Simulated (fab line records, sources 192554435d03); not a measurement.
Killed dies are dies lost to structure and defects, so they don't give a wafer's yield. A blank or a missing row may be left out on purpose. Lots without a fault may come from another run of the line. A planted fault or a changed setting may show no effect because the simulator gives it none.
fab line records | flow n5_finfet
record lots=9 wafers=26 last_day=17
route steps=1938 shown FIN_CUT@167 BEOL_M4@1111 PASSIVATION@1936
lots that met no fault: from a run of the same line without faults
start_h: hours from the record's first day to the start of the lot's first wafer shown | wait_h: hours since the lot's step before | " the same as in the row above | L1.1+2: a row that stands for several wafers | - no value, or no start given | * or withheld: withheld | < > ~ a bound
route shown NAME@n: a module of which the file shows steps, and the number in the route of the first | usual: mean/standard deviation of fault-free wafers | same: alike in all rows | chamber/n: place in a boat | sites: the reading at each site | _std_site: their standard deviation | _edge_site: outer sites' mean less inner sites' | radius_mm: how far each site lies from the wafer's centre | mask NAME#n: copy n | behind: the tool/chamber that last shaped the wafer | hold: why the lot was held/for how many hours/how that ended | device: the transistor (n, p or np) that didn't switch | end of line: the same wafers' tests at the end of the route | a step without rows: its recipe alone | killed: dies lost to structure and defects at the first sort, not the wafer's yield | map: a wafer's dies, x killed, . not, _ none there
set.NAME: the setting as run; set.NAME@STEP: as run at that earlier step | model.NAME: the simulator's own value behind a step, which no gauge read
steps of the route over a sample of lots; a table a step, a row a wafer
services: from which hour (start_h, from the record's first day; less than 0 if before it) a tool's chamber was out of use, for how many hours, and why
## steps
# step N5_FIN_CUT_ETCH_30
# recipe chemistry=N2/H2 target=underlayer target_depth_a=130 mask_material=CAR-EUV time_s=10.4 ion_energy_ev=200 pressure_mtorr=30 source_w=840 bias_w=150 n2_flow_sccm=200 h2_flow_sccm=200 ends=cleared
# usual drypump_motor_current_A=5.6/0.39 etch_rf_on_time_s=10.49/0.24 oes_product_au=0.64/0.061 rf_vpp_V=522.6/2.5 showerhead_plenum_p_Torr=2.50/0.08 throttle_valve_pct=17.89/0.29
# columns lot.wafer tool chamber start_h wait_h drypump_motor_current_A etch_rf_on_time_s oes_product_au rf_hours_counter_h rf_vpp_V showerhead_plenum_p_Torr throttle_valve_pct
L885.1 rie_diel-02 1 28.08 0.0 5.8 10.68 0.59 203 523.3 2.51 17.46
L885.4 " 2 " " 5.6 10.34 0.58 235 523.1 2.51 17.96
L885.6 " 0 " " 5.3 10.57 0.59 - 524.8 2.61 17.99
L890.3 rie_diel-02 1 56.71 0.0 5.9 10.81 0.59 212 523.0 2.51 17.47
L890.4 " 2 " " 5.5 10.36 0.59 - 524.6 2.50 17.98
L890.6 " 1 " " 5.8 10.84 0.59 - 521.2 2.51 17.49
L895.3 rie_diel-02 3 87.32 0.0 6.2 10.68 0.59 210 520.8 2.41 18.09
L895.4 " 0 " " 5.3 10.38 0.79 7 526.5 2.60 17.59
L895.5 " 3 " " 6.2 10.75 0.59 - 520.2 2.41 18.10
L898.1 rie_diel-02 2 104.44 0.0 5.5 10.16 0.80 6 523.2 2.50 17.54
L898.4 " 1 " " 5.8 10.58 0.58 228 522.7 2.50 17.50
L898.6 " 2 " " 5.5 10.12 0.80 - 521.9 2.50 17.53
L899.2 rie_diel-05 2 110.48 0.0 5.3 10.58 0.59 208 526.4 2.62 18.35
L899.3 " 0 " " 5.4 10.19 0.65 135 519.0 2.46 18.19
L899.4 " 1 " " 6.1 10.16 0.61 230 520.4 2.41 17.90
L900.2 rie_diel-03 3 115.73 0.0 5.4 10.77 0.64 121 524.6 2.54 17.44
L900.4 " 2 " " 5.1 10.43 0.62 203 526.0 2.63 18.11
L900.6 " 2 " " 5.1 10.39 0.62 - 525.5 2.63 18.13
L906.5 rie_diel-05 1 152.78 0.0 6.1 10.15 0.60 - 521.3 2.41 17.92
L906.6 " 0 " " 5.5 10.10 0.64 - 519.9 2.46 18.21
L907.1 rie_diel-05 0 159.43 0.0 5.4 10.32 0.63 150 520.6 2.45 18.19
L907.4 " 2 " " 5.3 10.66 0.58 224 527.5 2.62 18.38
L907.6 " 0 " " 5.4 10.26 0.63 - 521.8 2.45 18.21
L908.4 rie_diel-03 3 165.20 0.0 5.5 10.62 0.64 135 523.5 2.54 17.46
L908.5 " 2 " " 5.1 10.37 0.61 - 526.5 2.63 18.15
L908.6 " 3 " " 5.4 10.57 0.64 - 524.8 2.54 17.45
# step N5_FIN_CUT_CUT_ETCH_26
# recipe chemistry=CH3F/O2 target=SiNx target_depth_a=390 mask_material=SOC time_s=55.7 pressure_mtorr=30 source_w=395 bias_w=73 Ar_flow_sccm=150 CH3F_flow_sccm=30 O2_flow_sccm=20 ion_energy_ev=120
# usual drypump_motor_current_A=5.6/0.39 oes_product_au=0.74/0.069 rf_vpp_V=297/3.7 run_length_s=79.1/0.59 showerhead_plenum_p_Torr=1.97/0.062 throttle_valve_pct=16.40/0.2
# columns lot.wafer tool chamber start_h wait_h drypump_motor_current_A oes_product_au rf_hours_counter_h rf_vpp_V run_length_s showerhead_plenum_p_Torr throttle_valve_pct
L885.1 rie_diel-02 1 28.49 0.0 5.9 0.69 203 300 79.9 1.99 16.13
L885.4 " 2 " " 5.5 0.68 235 299 79.7 1.98 16.54
L885.6 " 0 " " 5.3 0.68 - 303 79.4 2.06 16.55
L890.3 rie_diel-02 1 57.11 0.0 5.9 0.70 212 298 79.5 1.99 16.15
L890.4 " 2 " " 5.5 0.68 - 299 79.9 1.98 16.57
L890.6 " 1 " " 5.8 0.69 - 299 79.5 1.99 16.16
L895.3 rie_diel-02 3 87.72 0.0 6.2 0.69 210 292 78.4 1.89 16.49
L895.4 " 0 " " 5.3 0.93 7 304 79.8 2.05 16.10
L895.5 " 3 " " 6.2 0.70 - 294 78.2 1.89 16.52
L898.1 rie_diel-02 2 104.84 0.0 5.5 0.94 6 298 79.4 1.97 16.08
L898.4 " 1 " " 5.8 0.68 228 298 75.8 1.98 16.20
L898.6 " 2 " " 5.6 0.93 - 298 79.6 1.98 16.08
L899.2 rie_diel-05 2 110.88 0.0 5.3 0.68 209 300 79.2 2.05 16.77
L899.3 " 0 " " 5.4 0.75 136 300 78.4 1.93 16.52
L899.4 " 1 " " 6.1 0.71 230 297 79.9 1.90 16.50
L900.2 rie_diel-03 3 116.13 0.0 5.4 0.75 121 302 78.3 2.02 16.12
L900.4 " 2 " " 5.2 0.73 203 296 80.0 2.07 16.46
L900.6 " 2 " " 5.1 0.73 - 296 79.4 2.07 16.45
L906.5 rie_diel-05 1 153.20 0.0 6.2 0.71 - 297 80.0 1.90 16.53
L906.6 " 0 " " 5.4 0.75 - 301 78.4 1.93 16.54
L907.1 rie_diel-05 0 159.84 0.0 5.4 0.74 150 299 78.8 1.93 16.55
L907.4 " 2 " " 5.2 0.68 224 300 79.6 2.04 16.80
L907.6 " 0 " " 5.4 0.74 - 301 78.2 1.93 16.55
L908.4 rie_diel-03 3 165.61 0.0 5.4 0.74 135 300 78.2 2.02 16.15
L908.5 " 2 " " 5.1 0.72 - 296 79.3 2.06 16.49
L908.6 " 3 " " 5.5 0.74 - 301 78.7 2.02 16.14
# step N5_FIN_CUT_CUT_ETCH_27
# recipe chemistry=CHF3/O2 target=SiO2 target_depth_a=40 mask_material=SOC overetch_a=20 time_s=4.9 pressure_mtorr=30 source_w=650 bias_w=170 Ar_flow_sccm=200 CHF3_flow_sccm=50 O2_flow_sccm=5 ion_energy_ev=200
# usual drypump_motor_current_A=5.6/0.39 oes_product_au=0.59/0.052 rf_vpp_V=524/6.7 showerhead_plenum_p_Torr=2.37/0.07 throttle_valve_pct=18.85/0.2
# columns lot.wafer tool chamber start_h wait_h drypump_motor_current_A oes_product_au rf_hours_counter_h rf_vpp_V showerhead_plenum_p_Torr throttle_valve_pct
L885.1 rie_diel-02 1 28.53 0.0 5.9 0.57 203 526 2.40 18.55
L885.4 " 2 " " 5.5 0.54 236 528 2.39 19.02
L885.6 " 0 " " 5.3 0.54 - 536 2.47 18.95
L890.3 rie_diel-02 1 57.15 0.0 5.8 0.56 212 526 2.39 18.58
L890.4 " 2 " " 5.5 0.54 - 526 2.39 18.99
L890.6 " 1 " " 5.9 0.56 - 527 2.39 18.56
L895.3 rie_diel-02 3 87.76 0.0 6.2 0.56 210 516 2.29 18.96
L895.4 " 0 " " 5.3 0.73 7 535 2.46 18.54
L895.5 " 3 " " 6.2 0.55 - 516 2.29 18.98
L898.1 rie_diel-02 2 104.88 0.0 5.5 0.72 6 525 2.38 18.59
L898.4 " 1 " " 5.9 0.55 228 526 2.39 18.59
L898.6 " 2 " " 5.5 0.72 - 528 2.38 18.61
L899.2 rie_diel-05 2 110.93 0.0 5.3 0.55 209 527 2.46 19.20
L899.3 " 0 " " 5.4 0.59 136 530 2.33 18.99
L899.4 " 1 " " 6.2 0.56 230 524 2.30 18.96
L900.2 rie_diel-03 3 116.18 0.0 5.4 0.61 121 530 2.42 18.54
L900.4 " 2 " " 5.1 0.58 203 522 2.49 18.92
L900.6 " 2 " " 5.1 0.58 - 521 2.49 18.92
L906.5 rie_diel-05 1 153.25 0.0 6.1 0.55 - 521 2.30 18.98
L906.6 " 0 " " 5.4 0.58 - 530 2.33 19.02
L907.1 rie_diel-05 0 159.88 0.0 5.4 0.59 150 529 2.32 19.02
L907.4 " 2 " " 5.3 0.55 224 529 2.45 19.23
L907.6 " 0 " " 5.4 0.59 - 529 2.32 19.02
L908.4 rie_diel-03 3 165.65 0.0 5.4 0.60 135 531 2.42 18.54
L908.5 " 2 " " 5.1 0.57 - 521 2.48 18.93
L908.6 " 3 " " 5.4 0.59 - 530 2.42 18.56
# step N5_FIN_CUT_STRIP_22
# recipe chemistry=N2/H2 power_w=500 temp_c=40 pressure_mtorr=50 rf_frequency_hz=6e+07 overash_fraction=0.3 bias_power_w=8 h2_frac=0.5 n2_flow_sccm=300 h2_flow_sccm=300
# usual drypump_motor_current_A=5.6/0.38 oes_product_au=0.77/0.078 rf_vpp_V=54.2/2.3 showerhead_plenum_p_Torr=3.30/0.098 throttle_valve_pct=18.9/0.47
# columns lot.wafer tool chamber start_h wait_h drypump_motor_current_A oes_product_au rf_hours_counter_h rf_vpp_V showerhead_plenum_p_Torr throttle_valve_pct
L885.1 rie_diel-05 0 28.80 0.0 5.4 0.78 112 56.7 3.27 19.6
L885.4 " 3 " " 5.8 0.77 129 56.4 3.23 18.9
L885.6 " 0 " " 5.5 0.77 - 56.5 3.27 19.6
L890.3 rie_diel-02 3 57.53 0.1 6.2 0.70 199 54.3 3.20 19.4
L890.4 " 1 " " 5.8 0.70 - 52.8 3.31 18.4
L890.6 " 2 " " 5.5 0.66 - 54.9 3.31 19.0
L895.3 rie_diel-02 1 88.08 0.1 5.8 0.70 224 58.2 3.31 18.4
L895.4 " 3 " " 6.2 0.70 211 50.4 3.19 19.5
L895.5 " 1 " " 5.9 0.69 - 51.7 3.31 18.4
L898.1 rie_diel-05 1 105.19 0.1 6.1 0.72 229 53.0 3.19 18.8
L898.4 " 2 " " 5.3 0.68 207 55.5 3.46 19.4
L898.6 " 3 " " 5.7 0.77 - 54.2 3.22 19.0
L899.2 rie_diel-02 1 111.20 0.0 5.8 0.67 230 55.1 3.30 18.5
L899.3 " 0 " " 5.3 0.92 14 55.4 3.43 18.8
L899.4 " 3 " " 6.2 0.70 217 55.3 3.19 19.5
L900.2 rie_diel-03 2 116.45 0.0 5.1 0.73 203 53.1 3.47 19.6
L900.4 " 0 " " 5.9 0.81 102 53.4 3.22 18.4
L900.6 " 0 " " 6.0 0.81 - 53.7 3.22 18.4
L906.5 rie_diel-02 3 153.51 0.0 6.2 0.69 - 50.9 3.18 19.5
L906.6 " 0 " " 5.3 0.88 - 58.7 3.42 18.7
L907.1 rie_diel-05 0 160.16 0.0 5.5 0.74 150 52.8 3.25 19.6
L907.4 " 1 " " 6.2 0.69 245 54.5 3.18 18.8
L907.6 " 1 " " 6.1 0.71 - 53.1 3.18 18.8
L908.4 rie_diel-03 3 165.92 0.0 5.4 0.74 135 56.8 3.35 18.3
L908.5 " 2 " " 5.1 0.72 - 51.4 3.47 19.6
L908.6 " 1 " " 5.0 0.72 - 45.5 3.20 18.9
# step N5_BEOL_M4_RC_MEAS_101
# usual DIBL_N=36.6/1.8 DIBL_P=37.1/2.1 IOFF_N=0.17/0.033 IOFF_P=0.23/0.039 ION_N=681/13 ION_P=467/8.7 SS_N=71.6/0.59 SS_P=73.4/0.63 VT_N=249/3.4 VT_P=-249/3.7
# columns lot.wafer tool chamber start_h wait_h DIBL_N[mV/V] DIBL_P[mV/V] IOFF_N[nA/um] IOFF_P[nA/um] ION_N[uA/um] ION_P[uA/um] SS_N[mV/dec] SS_P[mV/dec] VT_N[mV] VT_P[mV]
L885.1 prober-01 0 166.57 0.0 38.4 38.5 0.19 0.23 685 469 71.4 74.2 247 -252
L885.4 " 0 " " 36.5 36.3 0.15 0.19 692 470 70.9 73.0 249 -253
L885.6 " 0 " " 38.5 37.2 0.19 0.20 680 457 72.4 73.7 247 -252
L890.3 prober-01 0 203.14 0.3 32.4 32.3 0.11 0.14 664 453 70.3 72.2 253 -255
L890.4 " 0 " " 37.3 37.8 0.19 0.21 687 466 72.4 73.7 246 -250
L890.6 " 0 " " 35.6 35.1 0.15 0.17 676 462 72.0 72.6 251 -256
L895.3 prober-01 0 222.71 0.3 33.9 32.8 0.12 0.17 677 463 70.6 72.5 252 -254
L895.4 " 0 " " 36.8 36.9 0.17 0.23 691 473 71.5 73.4 247 -251
L895.5 " 0 " " 38.0 37.0 0.19 0.23 675 457 72.1 73.6 248 -248
L898.1 prober-02 0 247.50 0.0 36.5 36.4 0.17 0.23 691 470 70.9 73.8 249 -250
L898.4 " 0 " " 38.0 37.0 0.17 0.23 668 457 71.8 73.7 251 -250
L898.6 " 0 " " 35.9 35.3 0.15 0.20 679 462 70.7 72.4 249 -251
L900.2 prober-02 0 261.68 0.2 36.3 36.1 0.16 0.20 667 456 72.0 73.0 252 -253
L900.4 " 0 " " 37.7 38.0 0.18 0.22 707 475 72.2 73.9 248 -252
L900.6 " 0 " " 36.1 35.1 0.15 0.19 683 463 71.9 72.8 253 -254
L899.2 prober-02 0 262.85 0.2 36.9 38.0 0.18 0.20 693 464 71.8 74.5 248 -251
L899.3 " 0 " " 36.6 36.7 0.15 0.17 659 448 73.0 73.7 252 -257
L899.4 " 0 " " 34.4 34.3 0.12 0.14 656 446 71.8 73.4 253 -259
L906.5 prober-01 0 292.24 0.6 41.7 43.4 0.33 0.40 728 499 72.3 75.2 237 -238
L906.6 " 0 " " 36.8 36.5 0.17 0.23 681 472 71.1 73.5 248 -248
L907.1 prober-02 0 294.24 0.0 35.8 36.8 0.18 0.26 677 476 71.2 73.4 246 -244
L907.4 " 0 " " 35.4 35.9 0.18 0.25 695 483 71.0 73.1 246 -242
L907.6 " 0 " " 33.9 34.5 0.15 0.23 699 475 70.7 73.2 250 -242
L908.4 prober-01 0 300.35 0.5 37.6 36.1 0.19 0.23 680 465 71.9 73.3 248 -248
L908.5 " 0 " " 35.7 34.1 0.15 0.19 683 460 71.6 72.8 249 -250
L908.6 " 0 " " 35.8 33.4 0.14 0.19 659 454 71.4 72.7 251 -250
# step N5_PASSIVATION_PROBE_49
# usual defect_limited_yield=91.1/1.4 killed_at_M0_to_M3=32/9.4 killed_at_M4_up=14/5.1 killed_at_contacts=11/5.5 killed_at_front_end=44/13 killed_at_other=4/3.2 killed_dies=104/16 killed_open=70/12 killed_short=33/7.8 sort_bin_4_leakage=0.01/0.057 sort_bin_5_function=5.1/0.91 sort_bin_6_memory=3.4/0.63 sort_n_pass=1075/16 sort_yield_pct=91.2/1.4
# same gross_dies=1180 killed_at_back_side=0 sort_bin_8_speed[%]=0
# columns lot.wafer tool chamber start_h wait_h defect_limited_yield[%] killed_at_M0_to_M3 killed_at_M4_up killed_at_contacts killed_at_front_end killed_at_other killed_dies killed_open killed_short sort_bin_4_leakage[%] sort_bin_5_function[%] sort_bin_6_memory[%] sort_n_pass sort_yield_pct[%]
L885.1 prober-01 - 264.18 0.0 92.9 17 22 9 36 0 84 48 36 0 4.4 2.5 1096 92.9
L885.4 prober-01 - 264.33 0.2 91.4 33 16 12 40 1 102 67 35 0 4.4 4.1 1078 91.4
L885.6 prober-01 - 264.43 0.3 92.6 34 16 11 26 0 87 66 21 0 4.5 2.7 1093 92.6
L895.3 prober-02 - 331.82 0.1 92.2 49 9 4 29 1 92 66 23 0 4.5 3.1 1088 92.2
L895.4 prober-02 - 331.87 0.2 92.2 49 8 5 26 4 92 62 28 0 4.6 2.8 1088 92.2
L895.5 prober-02 - 331.92 0.2 90.5 48 10 4 47 3 112 78 34 0 5.3 3.6 1068 90.5
L898.1 prober-02 - 351.18 0.0 90.3 43 14 10 48 0 115 84 27 0 6.1 3.6 1065 90.3
L898.4 prober-02 - 351.33 0.2 91.3 35 16 11 36 5 103 69 31 0 4.7 3.8 1077 91.3
L898.6 prober-02 - 351.43 0.3 90.3 45 10 13 45 1 114 78 35 0 5.6 3.6 1066 90.3
L907.1 prober-02 - 401.64 0.0 92.3 36 9 2 40 4 91 68 23 0 4.2 3.6 1089 92.3
L907.4 prober-02 - 401.79 0.2 90.3 28 10 11 61 5 115 67 45 0 5.9 3.5 1065 90.3
L907.6 prober-02 - 401.89 0.3 93.3 23 10 7 37 2 79 54 22 0 3.9 2.4 1101 93.3
# killed by level:class
L885.1 FIN_SAQP:geometric_particle:open=11 BEOL_M4:geometric_particle:open=11 FIN_SAQP:geometric_particle:short=8 BEOL_M4:geometric_particle:short=7 MOL_CONTACT_COAG:geometric_particle:open=6 BEOL_M2:geometric_particle:open=6 GATE_CUT:geometric_particle:short=4 BEOL_M1:geometric_particle:open=4
L885.4 BEOL_M4:geometric_particle:open=10 MOL_CONTACT_COAG:geometric_particle:open=9 STI_FIN_REVEAL:geometric_particle:open=8 BEOL_M1:geometric_particle:open=8 FIN_SAQP:geometric_particle:open=7 BEOL_M2:geometric_particle:open=6 DUMMY_GATE:geometric_particle:open=5 BEOL_M0_SAQP:geometric_particle:short=5
L885.6 MOL_CONTACT_COAG:geometric_particle:open=10 BEOL_M2:geometric_particle:open=8 BEOL_M3:geometric_particle:open=8 BEOL_M0_SAQP:geometric_particle:open=7 BEOL_M4:geometric_particle:open=7 STI_FIN_REVEAL:geometric_particle:open=6 FIN_SAQP:geometric_particle:open=5 BEOL_M1:geometric_particle:open=5
L895.3 BEOL_M3:geometric_particle:open=13 BEOL_M1:geometric_particle:open=11 BEOL_M0_SAQP:geometric_particle:open=10 BEOL_M0_SAQP:geometric_particle:short=8 FIN_SAQP:geometric_particle:short=6 FIN_SAQP:geometric_particle:open=6 STI_FIN_REVEAL:geometric_particle:open=5 MOL_CONTACT_COAG:geometric_particle:open=4
L895.4 BEOL_M1:geometric_particle:open=12 BEOL_M3:geometric_particle:open=9 BEOL_M0_SAQP:geometric_particle:open=8 STI_FIN_REVEAL:geometric_particle:open=5 BEOL_M0_SAQP:geometric_particle:short=5 MOL_CONTACT_COAG:geometric_particle:open=4 BEOL_M0:geometric_particle:open=4 BEOL_M2:geometric_particle:open=4
L895.5 STI_FIN_REVEAL:geometric_particle:open=17 BEOL_M1:geometric_particle:open=13 FIN_SAQP:geometric_particle:short=9 BEOL_M0_SAQP:geometric_particle:open=7 BEOL_M2:geometric_particle:open=7 BEOL_M3:geometric_particle:open=7 BEOL_M0_SAQP:geometric_particle:short=5 BEOL_M4:geometric_particle:open=5
L898.1 STI_FIN_REVEAL:geometric_particle:open=13 BEOL_M2:geometric_particle:open=10 BEOL_M1:geometric_particle:open=9 BEOL_M0_SAQP:geometric_particle:open=8 MOL_CONTACT_COAG:geometric_particle:open=7 BEOL_M0_SAQP:geometric_particle:short=7 FIN_SAQP:geometric_particle:open=6 STI_FIN_REVEAL:geometric_particle:short=6
L898.4 BEOL_M1:geometric_particle:open=13 BEOL_M4:geometric_particle:open=7 STI_FIN_REVEAL:geometric_particle:open=7 MOL_CONTACT_COAG:geometric_particle:open=6 MOL_CONTACT_COAG:geometric_particle:short=5 BEOL_M0_SAQP:geometric_particle:short=5 BEOL_M2:geometric_particle:open=5 BEOL_M3:geometric_particle:open=5
L898.6 STI_FIN_REVEAL:geometric_particle:open=14 MOL_CONTACT_COAG:geometric_particle:open=11 BEOL_M1:geometric_particle:open=9 BEOL_M0_SAQP:geometric_particle:open=9 BEOL_M0_SAQP:geometric_particle:short=9 GATE_CUT:geometric_particle:short=8 BEOL_M2:geometric_particle:open=7 STI_FIN_REVEAL:geometric_particle:short=6
L907.1 FIN_SAQP:geometric_particle:open=16 BEOL_M1:geometric_particle:open=11 BEOL_M3:geometric_particle:open=8 FIN_SAQP:geometric_particle:short=6 STI_FIN_REVEAL:geometric_particle:open=5 BEOL_M2:geometric_particle:open=5 BEOL_M7:geometric_particle:open=4 BEOL_M0_SAQP:geometric_particle:open=3
L907.4 FIN_SAQP:geometric_particle:short=23 FIN_SAQP:geometric_particle:open=16 MOL_CONTACT_COAG:geometric_particle:open=9 BEOL_M1:geometric_particle:open=7 STI_FIN_REVEAL:geometric_particle:open=5 BEOL_M0_SAQP:geometric_particle:open=5 BEOL_M3:geometric_particle:open=5 DUMMY_GATE:geometric_particle:open=4
L907.6 BEOL_M3:geometric_particle:open=12 STI_FIN_REVEAL:geometric_particle:open=10 FIN_SAQP:geometric_particle:open=7 FIN_SAQP:geometric_particle:short=7 MOL_CONTACT_COAG:geometric_particle:open=5 BEOL_M4:geometric_particle:open=5 BEOL_M0_SAQP:geometric_particle:open=4 BEOL_M5:geometric_particle:open=3
## services
# columns tool chamber start_h hours kind
rie_diel-03 2 26.84 15.1 repair
rie_diel-02 0 51.11 - clean
rie_diel-02 0 51.11 - consumable_replace:focus_ring
rie_diel-02 0 51.11 13.6 scheduled_down
rie_diel-02 0 51.11 13.6 vent_cycle
rie_diel-03 1 51.33 11.8 repair
rie_diel-03 2 53.78 4.3 repair
rie_diel-02 2 68.99 - clean
rie_diel-02 2 68.99 - consumable_replace:focus_ring
rie_diel-02 2 68.99 15.7 scheduled_down
rie_diel-02 2 68.99 15.7 vent_cycle
rie_diel-03 2 110.10 2.5 repair
rie_diel-03 2 125.63 4.1 repair
rie_diel-02 1 146.26 4.1 repair
## key
first_sign step=N5_FIN_CUT_CUT_ETCH_26 reading=run_length_s direction=down sigmas=5.5 usual=* struck=*
effect none on later readings
met_at N5_FIN_CUT_CUT_ETCH_26
struck_lots L898
struck_wafers L898.4
not_acting_at N5_FIN_CUT_ETCH_30,N5_FIN_CUT_CUT_ETCH_27,N5_FIN_CUT_STRIP_22
onset_between 57.11 104.84
fault kind=process_parameter_drift tool=rie_diel-02 chamber=1 onset_h=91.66 steps=N5_FIN_CUT_CUT_ETCH_26 channel=time_s offset=* shape=step end_h=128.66 acts_in=* stated=*
